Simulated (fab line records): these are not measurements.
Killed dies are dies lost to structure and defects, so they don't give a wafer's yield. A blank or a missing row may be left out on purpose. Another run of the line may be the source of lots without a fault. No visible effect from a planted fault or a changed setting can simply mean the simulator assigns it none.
A struck lot beside a sound one    flow n5Finfet    16 out of 1938 route steps
Sound: wafers L728.4, L728.5, L728.6. Wafers L732.2, L732.3, L732.4 were the ones struck. The cause comes at the end.
For every step that has rows: the tool of each side, followed by ch and its chambers, followed by its first start. Under that, the readings that differ: sound wafers    struck wafers    difference of the means    sigmas: that difference in standard deviations of wafers without a fault.
alike: same words and numbers on both sides, and readings whose means sit less than 2 such deviations apart. not compared: any withheld reading, any reading some wafer has no value for, any bound like >300 that may hide the same value, and any number with overlapping values for which the record gives no deviation.
A row with sigmas, a row that says differs or no value, or rows on one side alone: a step with any of these is where the two part. Non-overlapping numbers with no deviation appear without sigmas and do not part them. Lack of a reading on every wafer of one side parts them only where that side has two or more wafers.

first, 1 step without rows for these wafers: N5_FIN_SAQP_MANDREL_ETCH_22 (etches a-Si in HBr/Cl2, stops on SiNx, target depth 60 nm, bt time 10 s, time 30 s).
N5_FIN_SAQP_STRIP_55: strips in N2/H2.
  sound on rieDiel-05 ch 0,1,3, day 5 16:29; struck on rieDiel-04 ch 0,1,3, day 6 17:24
reading              sound  struck      difference                    sigmas
rfHoursCounterH (h)  - - -  160 61 139  no value on the sound wafers  
  alike: drypumpMotorCurrentA, oesProductAu, rfVppV, showerheadPlenumPTorr, throttleValvePct
then, 2 steps without rows for these wafers: N5_FIN_SAQP_STRIP_23 (strips in SPM, time 750 s); N5_FIN_SAQP_SRD_66 (time 30 s).
N5_FIN_SAQP_RECESS_75: chemistry HF/NH3, target SiO2, target depth 14.4 nm, afs cycles 3, sublimation time 60 s.
  sound on vaporEtch-01 ch 0,1, day 5 16:55; struck on vaporEtch-02 ch 0,1, day 6 17:44
  alike: drypumpMotorCurrentA
N5_FIN_SAQP_SPACER1_ALD_24: deposits SiO2, target thk 20.3 nm, pulse time 1 s, purge time 2 s.
  sound on aldSin-04 ch 1,2, day 5 17:10; struck on aldSin-01 ch 1,2,3, day 6 18:07
  alike: heaterPowerW, precursorPulseHeightRel
then, 2 steps without rows for these wafers: N5_FIN_SAQP_SPACER1_ETCHBACK_25 (etches SiO2 in CHF3/O2, target depth 24.4 nm, time 12.2 s); N5_FIN_SAQP_MANDREL1_REMOVE_56 (chemistry HBr/Cl2/O2, target a-Si, stops on SiNx, bt time 10 s).
N5_FIN_SAQP_CD_MEAS_27: target cd 20 nm.
  sound on cdSem-03 ch 0, day 5 18:06; struck on cdSem-01 ch 0, day 6 19:02
  alike: cdNm
then, 1 step without rows for these wafers: N5_FIN_SAQP_ETCH_57 (etches SiNx in CH3F/O2, target depth 32.5 nm, time 46.4 s).
N5_FIN_SAQP_ETCH_65: etches SiO2 in CF4, target depth 4 nm, time 4.4 s.
  sound on rieSi-01 ch 2,3, day 5 18:14; struck on rieSi-05 ch 0,1,2, day 6 19:31
  alike: biasW, drypumpMotorCurrentA, oesProductAu, throttleValvePct
  not compared: rfHoursCounterH
N5_FIN_SAQP_MANDREL_ETCH_58: etches a-Si in HBr/Cl2, stops on SiNx, target depth 45 nm, bt time 10 s, time 27 s.
  sound on rieSi-01 ch 2,3, day 5 18:17; struck on rieSi-05 ch 0,1,2, day 6 19:32
  alike: biasW, drypumpMotorCurrentA, oesProductAu, throttleValvePct
  not compared: rfHoursCounterH
N5_FIN_SAQP_RECESS_63: chemistry HF/NH3, target SiO2, target depth 18 nm, afs cycles 3, sublimation time 60 s.
  sound on vaporEtch-01 ch 0,1, day 5 18:29; struck on vaporEtch-01 ch 0,1, day 6 19:37
  no value came back on the struck wafers for afsCycles, drypumpMotorCurrentA (A); on the sound wafers afsCycles reads 3 3 3
then, 1 step without rows for these wafers: N5_FIN_SAQP_COAT_68 (time 60 s, resist thk 100 nm).
N5_BEOL_M4_RC_MEAS_101:
  the record has rows for the sound wafers here (prober-02 ch 0, day 11 21:34) and none for the struck ones
-- the record jumps here: 12 days lie between the struck wafers' starts before and after (it left off in module BEOL_M4 and takes up again in module PASSIVATION, whose first step shown is number 1936 of the route) --
N5_PASSIVATION_PROBE_49:
  the record has rows for the struck wafers here (prober-01, day 18 14:50) and none for the sound ones

== WHERE THEY PART ==
First at N5_FIN_SAQP_STRIP_55; last, within this record, at N5_PASSIVATION_PROBE_49.

WHY: the cause the simulator had injected
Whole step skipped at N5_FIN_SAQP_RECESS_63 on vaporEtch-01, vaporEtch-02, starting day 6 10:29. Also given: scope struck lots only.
